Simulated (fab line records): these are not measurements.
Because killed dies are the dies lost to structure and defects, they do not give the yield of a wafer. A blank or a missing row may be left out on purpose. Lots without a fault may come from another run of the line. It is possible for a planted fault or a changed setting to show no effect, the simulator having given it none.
Chamber matching | flow nand_harc | rie_diel-02 running NHARC_A_STAIRCASE_TRIM_20: 4 sister chambers
The step chemistry O2, time 211.2 s. 4 wafers are shown with their chamber, then 9 later ones without.

## EACH WAFER AND ITS CHAMBER
wafer  | chamber | showerhead_plenum_p_Torr (Torr)
L086.6 | 1       | 3.52
L087.2 | 2       | 3.53
L087.3 | 0       | 3.62
L087.6 | 3       | 3.62

## WAFERS WITHOUT THEIR CHAMBER
wafer  | showerhead_plenum_p_Torr (Torr)
L089.3 | 3.51
L089.4 | 3.53
L089.5 | 3.62
L093.2 | 3.61
L093.3 | 3.51
L093.4 | 3.61
L095.2 | 3.60
L095.4 | 3.50
L095.5 | 3.61

## WHICH CHAMBER EACH ONE RAN IN
wafer  | from the rows above     | in truth
L089.3 | can't be placed: 1 or 2 | 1
L089.4 | can't be placed: 2 or 1 | 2
L089.5 | can't be placed: 0 or 3 | 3
L093.2 | can't be placed: 0 or 3 | 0
L093.3 | can't be placed: 1 or 2 | 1
L093.4 | can't be placed: 0 or 3 | 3
L095.2 | can't be placed: 0 or 3 | 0
L095.4 | can't be placed: 1 or 2 | 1
L095.5 | can't be placed: 0 or 3 | 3
Placed correctly: 0 of 9. These rows do not allow placing 9 (true chamber among the candidates in 9). Placed wrongly: 0.
How it was worked out, from the rows above alone: a wafer's distance from a chamber is the root of the sum, over the readings, of the square of ((its reading less the chamber's mean) divided by the reading's scatter). The wafer belongs to the nearest chamber; if the next one is less than 2 further off, it can't be placed. The mean given for a chamber averages the wafers shown for that chamber. The scatter: with one shown wafer a chamber, the root of the mean of the squares of how far each hidden wafer lies from its nearest shown one.
